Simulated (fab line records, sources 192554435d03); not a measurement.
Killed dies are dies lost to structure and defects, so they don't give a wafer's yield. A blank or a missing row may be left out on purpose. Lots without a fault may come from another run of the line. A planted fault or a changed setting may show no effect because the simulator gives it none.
Chamber matching | flow n5_finfet | N5_BEOL_M0_SAQP_DESCUM_19 on rie_diel-05: 4 sister chambers
The step chemistry O2, time 7.9 s. 4 wafers are shown with their chamber, then 7 later ones without.

WAFERS WITH THEIR CHAMBER
wafer  | chamber | drypump_motor_current_A (A)
L596.2 | 0       | 6.4
L596.4 | 2       | 5.7
L598.2 | 3       | 5.5
L598.5 | 1       | 5.4

WAFERS WITHOUT THEIR CHAMBER
wafer  | drypump_motor_current_A (A)
L598.6 | 5.7
L599.2 | 5.5
L599.4 | 5.7
L599.5 | 5.7
L600.3 | 5.5
L600.4 | 5.7
L600.5 | 5.8

WHICH CHAMBER EACH WENT THROUGH
wafer  | from the rows above | in truth
L598.6 | 2                   | 2
L599.2 | 3                   | 3
L599.4 | 2                   | 2
L599.5 | 2                   | 2
L600.3 | 3                   | 3
L600.4 | 2                   | 2
L600.5 | 2                   | 2
Placed correctly: 7 of 7. Can't be placed from these rows: 0. Placed wrongly: 0.
How it was worked out, from the rows above alone: a wafer's distance from a chamber is the root of the sum, over the readings, of the square of ((its reading less the chamber's mean) divided by the reading's scatter). The wafer belongs to the nearest chamber; if the next one is less than 2 further off, it can't be placed. A chamber's mean is the mean of its shown wafers. The scatter: with one shown wafer a chamber, the root of the mean of the squares of how far each hidden wafer lies from its nearest shown one.
